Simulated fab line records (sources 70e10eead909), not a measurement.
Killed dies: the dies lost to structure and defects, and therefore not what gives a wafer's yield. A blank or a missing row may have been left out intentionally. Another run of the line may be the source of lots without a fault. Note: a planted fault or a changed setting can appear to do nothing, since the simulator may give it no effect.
2 desks, one fault | flow nandHarc | only its own numbers are on each desk; what lay behind them is given at the end

## THE TOOL OWNER'S DESK: ecdCu-02
The tool's own readings at NHARC_P_M0_ECD_22 (material Cu, target thk 400 nm): means of the sampled wafers that have a number, for each lot that ran on this tool. Any lot whose mean is over 4 standard deviations away from the usual mean is out of limits and marked OUT; that distance is given in the brackets.
Columns: A = bathTempC at NHARC_P_M0_ECD_22, usual 24.98 C
lot  | first seen here | A
L876 | day 6 05:14     | 24.93
L879 | day 6 15:57     | 25.07
L882 | day 7 15:37     | 24.92
L888 | day 9 00:34     | 25.02
L887 | day 9 05:10     | 24.95
This desk found nothing out of limits on any of the 5 lots.

## FROM THE METROLOGY DESK
What the gauges read, lot by lot, whatever tool the lot ran on: means of the sampled wafers that have a number. Any lot whose mean is over 4 standard deviations away from the usual mean is out of limits and marked OUT; that distance is given in the brackets.
Columns: A = cdNm at NHARC_P_M0_CD_MEAS_09, usual 89.7 nm; B = cdNm at NHARC_P_M1_CD_MEAS_09, usual 129.5 nm
lot  | first seen here | A    | B
L876 | day 6 03:43     | 89.7 | 129.6
L877 | day 6 04:13     | 89.0 | 130.6
L879 | day 6 14:25     | 90.0 | 129.3
L880 | day 7 02:12     | 89.8 | 129.3
L882 | day 7 14:08     | 89.9 | 129.6
L888 | day 8 23:00     | 89.1 | 128.4
L887 | day 9 03:39     | 89.8 | 129.6
L891 | day 9 15:14     | 90.4 | 129.7
L892 | day 9 22:11     | 89.1 | 129.6
L893 | day 10 00:29    | 90.0 | 129.3
L894 | day 10 09:34    | 90.1 | 130.4
L896 | day 10 21:57    | 90.1 | 129.1
L898 | day 11 10:58    | 89.9 | 130.2
This desk found nothing out of limits on any of the 13 lots.

## ALL TOGETHER
Nothing out of limits was seen by the tool owner's desk.
Nothing out of limits was seen by the metrology desk.

## WHAT THE SIMULATOR HAD INSERTED
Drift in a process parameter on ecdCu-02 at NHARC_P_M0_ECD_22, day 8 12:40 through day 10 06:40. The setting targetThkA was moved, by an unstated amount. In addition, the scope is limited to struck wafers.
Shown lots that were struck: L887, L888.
